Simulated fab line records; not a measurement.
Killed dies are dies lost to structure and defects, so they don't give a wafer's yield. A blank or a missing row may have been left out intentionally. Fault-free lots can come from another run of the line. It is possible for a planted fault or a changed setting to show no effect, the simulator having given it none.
What tool caused it? | flow n5 finfet | 36 wafers from 12 lots sampled at 4 of the route's 1938 steps

WHAT THE GAUGES SHOWED, per wafer
The record lacks any reading of a measuring or inspecting step that a usual standard deviation could be used to judge.

TOOL THAT RAN EACH LOT (tool first, then ch and the chambers of the sampled wafers, then the start)
lot  | N5_MOL_CONTACT_COAG_PRECLEAN_111    | N5_MIM_TOP_LITHO_DESCUM_10         | N5_MIM_BOT_ETCH_ETCH_00           | N5_PASSIVATION_PROBE_49
L217 | remote plasma-01 ch 1, day 5 10:04  | rie diel-05 ch 2,3, day 12 14:35   | rie metal-01 ch 0,1, day 12 15:43 | -
L218 | remote plasma-01 ch 0, day 5 18:49  | rie diel-05 ch 1,2,3, day 12 23:01 | rie metal-02 ch 0,1, day 13 00:05 | -
L215 | remote plasma-01 ch 1, day 6 01:40  | rie diel-05 ch 0,1,2, day 14 10:40 | rie metal-03 ch 0,1, day 14 11:39 | -
L220 | remote plasma-01 ch 1, day 6 02:22  | rie diel-03 ch 0,2,3, day 13 19:17 | rie metal-01 ch 0,1, day 13 20:18 | -
L221 | remote plasma-01 ch 0, day 6 06:38  | rie diel-05 ch 1,3, day 14 06:27   | rie metal-02 ch 0,1, day 14 07:30 | -
L222 | remote plasma-02 ch 0, day 6 09:47  | rie diel-05 ch 1,2,3, day 14 09:12 | rie metal-03 ch 0,1, day 14 10:19 | -
L224 | remote plasma-01 ch 0, day 6 23:08  | rie diel-01 ch 0,1,3, day 14 19:46 | rie metal-02 ch 0,1, day 14 21:07 | -
L225 | remote plasma-01 ch 0, day 7 03:17  | rie diel-03 ch 0,3, day 14 15:19   | rie metal-03 ch 0,1, day 14 16:20 | -
L226 | remote plasma-02 ch 0, day 7 13:13  | rie diel-01 ch 0,1,3, day 14 20:06 | rie metal-01 ch 0,1, day 14 21:14 | -
L230 | remote plasma-01 ch 0, day 8 16:06  | rie diel-01 ch 0,1,2, day 16 16:46 | rie metal-03 ch 1, day 16 18:08   | prober-01, day 17 02:36
L236 | remote plasma-02 ch 0, day 10 00:43 | rie diel-05 ch 0,1,2, day 18 09:42 | rie metal-02 ch 0,1, day 18 10:48 | -
L237 | remote plasma-02 ch 0, day 10 06:34 | rie diel-03 ch 0,2,3, day 18 16:54 | rie metal-02 ch 0,1, day 18 18:20 | -
- N5_MOL_CONTACT_COAG_PRECLEAN_111: cleans in NF3:NH3, afs cycles 1, time 20 s, sublimation time 60 s.
- N5_MIM_TOP_LITHO_DESCUM_10: chemistry O2, time 7.9 s.
- N5_MIM_BOT_ETCH_ETCH_00: etches TiN in Cl2/BCl3, target depth 45.5 nm.
- N5_PASSIVATION_PROBE_49

AS READ BY THE TOOLS THEMSELVES (means over the sampled wafers that have a number; for cases with no such wafer, the mark the record gives instead)
N5_MIM_TOP_LITHO_DESCUM_10.
lot  | tool        | drypump motor current A (A) | oes product au (a.u.) | rf vpp V (V) | showerhead plenum p Torr (Torr) | throttle valve pct (%)
L217 | rie diel-05 | 5.3                         | 0.82                  | 244.7        | 2.20                            | 20.49
L218 | rie diel-05 | 5.3                         | 0.81                  | 243.9        | 2.14                            | 20.51
L215 | rie diel-05 | 5.8                         | 0.79                  | 243.2        | 2.08                            | 20.59
L220 | rie diel-03 | 5.7                         | 0.79                  | 243.8        | 2.17                            | 20.67
L221 | rie diel-05 | 5.0                         | 0.79                  | 243.9        | 2.14                            | 20.58
L222 | rie diel-05 | 5.3                         | 0.79                  | 243.5        | 2.14                            | 20.53
L224 | rie diel-01 | 5.6                         | 0.75                  | 243.2        | 2.12                            | 20.40
L225 | rie diel-03 | 5.9                         | 0.78                  | 245.2        | 2.19                            | 20.53
L226 | rie diel-01 | 5.6                         | 0.76                  | 243.9        | 2.12                            | 20.40
L230 | rie diel-01 | 5.5                         | 0.73                  | 243.3        | 2.12                            | 20.58
L236 | rie diel-05 | 5.8                         | 0.77                  | 242.9        | 2.07                            | 20.66
L237 | rie diel-03 | 5.7                         | 0.74                  | 243.9        | 2.15                            | 20.74

N5_MIM_BOT_ETCH_ETCH_00.
lot  | tool         | bcl3 flow sccm (sccm) | bias w (W) | drypump motor current A (A) | oes product au (a.u.) | throttle valve pct (%)
L217 | rie metal-01 | 21.73                 | 126.1      | 5.9                         | 0.85                  | 22.23
L218 | rie metal-02 | 21.80                 | 125.8      | 5.4                         | 0.91                  | 21.93
L215 | rie metal-03 | 21.83                 | 126.1      | 6.4                         | 0.79                  | 21.97
L220 | rie metal-01 | 21.76                 | 125.9      | 5.9                         | 0.85                  | 22.22
L221 | rie metal-02 | 21.71                 | 125.9      | 5.2                         | 0.79                  | 22.05
L222 | rie metal-03 | 21.73                 | 125.7      | 6.4                         | 0.73                  | 22.20
L224 | rie metal-02 | 21.73                 | 125.9      | 5.4                         | 0.85                  | 21.95
L225 | rie metal-03 | 21.71                 | 125.9      | 6.4                         | 0.80                  | 21.97
L226 | rie metal-01 | 21.68                 | 125.9      | 5.9                         | 0.84                  | 22.17
L230 | rie metal-03 | 21.70                 | 126.2      | 6.4                         | 0.83                  | 21.75
L236 | rie metal-02 | 21.83                 | 126.2      | 5.2                         | 0.74                  | 22.10
L237 | rie metal-02 | 21.76                 | 126.1      | 5.2                         | 0.75                  | 22.08

N5_PASSIVATION_PROBE_49.
lot  | tool      | defect limited yield (%) | killed_at_M0_to_M3 | killed_at_M4_up | killed at contacts | killed at front end | killed at other | killed dies | killed open | killed short | sort_bin_5_function (%) | sort_bin_6_memory (%) | sort_bin_8_speed (%) | sort n pass | sort yield pct (%)
L230 | prober-01 | 79.7                     | 34                 | 13              | 167                | 23                  | 3.0             | 239         | 46          | 28           | 11.5                    | 4.2                   | 0.00                 | 941         | 79.7

THE ANSWER, worked out from the rows above alone
Rule: what is usual is taken from the lots themselves. Put in order of their means at a reading, lots are off if they are a third of the lots or fewer, leave a main group of 4 or more, and stand apart from it by a gap of 3 or more times the standard deviation of the main group's means; of several such gaps the widest counts. A main group whose means are all the same, to the digits that the tables above print for the reading, isn't used. Also off: a lot with no number at a reading for which 4 or more lots have one. Where the step has rows for the other lots, those lots are counted as sound. First the gauges in route order, then the tools' own readings, where a lot's mean is used as printed above. The first step at which some lot is off is used, and at that step the reading that is off furthest; a lot without a number counts as furthest.
No lot is off at any reading shown: from this, nothing can be told.

WHAT THE SIMULATOR HAD PUT IN
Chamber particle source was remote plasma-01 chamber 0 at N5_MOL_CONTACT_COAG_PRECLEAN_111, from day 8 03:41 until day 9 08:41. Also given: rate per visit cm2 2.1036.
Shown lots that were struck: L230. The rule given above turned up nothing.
